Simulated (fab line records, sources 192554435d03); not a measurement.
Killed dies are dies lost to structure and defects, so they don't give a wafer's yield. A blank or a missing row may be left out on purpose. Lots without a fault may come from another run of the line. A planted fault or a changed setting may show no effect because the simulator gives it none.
Split-lot experiment | flow n5_finfet | 7 lots, 21 wafers read, on a route of 1938 steps

THE SPLIT
At N5_FIN_SAQP_ETCH_65 (etches SiO2 in CF4, target depth 4 nm, time 4.4 s), the setting time_s was moved away from the recipe's 4.4 s on 5 of the 21 wafers read, by -11.1% to +10.2%. The other wafers ran this setting at the recipe's value.

The reading is taken at the split's own step.

THE READING
etch.depth_nm (the simulator's own value, which no gauge read), in nm, at N5_FIN_SAQP_ETCH_65 (etches SiO2 in CF4, target depth 4 nm, time 4.4 s). The file gives no usual value for it. The 16 wafers here that ran the recipe average 4.010 nm, standard deviation 0.048 nm.

wafer  | tool, chamber at the split | time_s as run, s | against the recipe | etch.depth_nm, nm | against lot-mates on the recipe
L076.1 | rie_si-06, 2               | 4.4              | recipe             | 4.016             | -
L076.5 | rie_si-06, 0               | 4.4              | recipe             | 4.022             | -
L076.6 | rie_si-06, 3               | 4.4              | recipe             | 3.908             | -
L080.1 | rie_si-03, 0               | 4.4              | recipe             | 3.959             | -
L080.2 | rie_si-03, 2               | 4.85             | +10.2%             | 4.33              | +0.359
L080.6 | rie_si-03, 3               | 4.4              | recipe             | 3.984             | -
L086.3 | rie_si-01, 3               | 3.911            | -11.1%             | 3.572             | -0.453
L086.4 | rie_si-01, 2               | 3.911            | -11.1%             | 3.608             | -0.417
L086.5 | rie_si-01, 2               | 4.4              | recipe             | 4.025             | -
L091.1 | rie_si-01, 3               | 4.4              | recipe             | 3.947             | -
L091.3 | rie_si-01, 1               | 4.4              | recipe             | 4.103             | -
L091.5 | rie_si-01, 1               | 4.4              | recipe             | 4.096             | -
L093.1 | rie_si-03, 1               | 4.4              | recipe             | 4.039             | -
L093.4 | rie_si-03, 0               | 4.4              | recipe             | 3.997             | -
L093.5 | rie_si-03, 0               | 4.4              | recipe             | 3.989             | -
L096.1 | rie_si-03, 3               | 4.4              | recipe             | 4.024             | -
L096.5 | rie_si-03, 1               | 4.4              | recipe             | 4.031             | -
L096.6 | rie_si-03, 2               | 4.4              | recipe             | 4.016             | -
L097.2 | rie_si-03, 3               | 4.792            | +8.9%              | 4.395             | +0.392
L097.5 | rie_si-03, 0               | 4.4              | recipe             | 4.003             | -
L097.6 | rie_si-03, 1               | 4.792            | +8.9%              | 4.394             | +0.391

THE FIT
A straight line over all 21 wafers: etch.depth_nm changes by +0.0381 nm for each +1% of time_s; r = +0.97; the points scatter about the line by 0.049 nm.
The same after taking each lot's own level away (the mean of its wafers on the recipe; 21 wafers): +0.0398 nm for each +1%; r = +0.98; scatter 0.041 nm.
On that fit, the largest move of time_s shifts the reading by 0.44 nm.
The lots' own levels span 3.9715 to 4.0487 nm, that is 1.6 times the standard deviation above.
So the lot-to-lot level changes the slope little: the two slopes agree.
Check: with one of the wafers moved furthest among these (-11.1%) left out of the fit, the line predicts -0.435 nm for it against its lot-mates. It came out at -0.453 nm against them.

OTHER SPLITS ON THESE WAFERS
These wafers also went through other splits before the reading. Each is held against what the fit with the lots' levels taken away leaves over:
other split on the same wafers | wafers away from the commonest value | r with etch.depth_nm (lot level and that fit taken away)
N5_ZERO_LAYER_ETCH_18 icp_w    | 9                                    | +0.00
N5_WELL_APT_EXPOSE_05 dose_mj  | 5                                    | -0.09

THE FILE'S OWN FIT
etch.depth_nm changes by +0.039 nm for each +1% of time_s, r = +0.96.
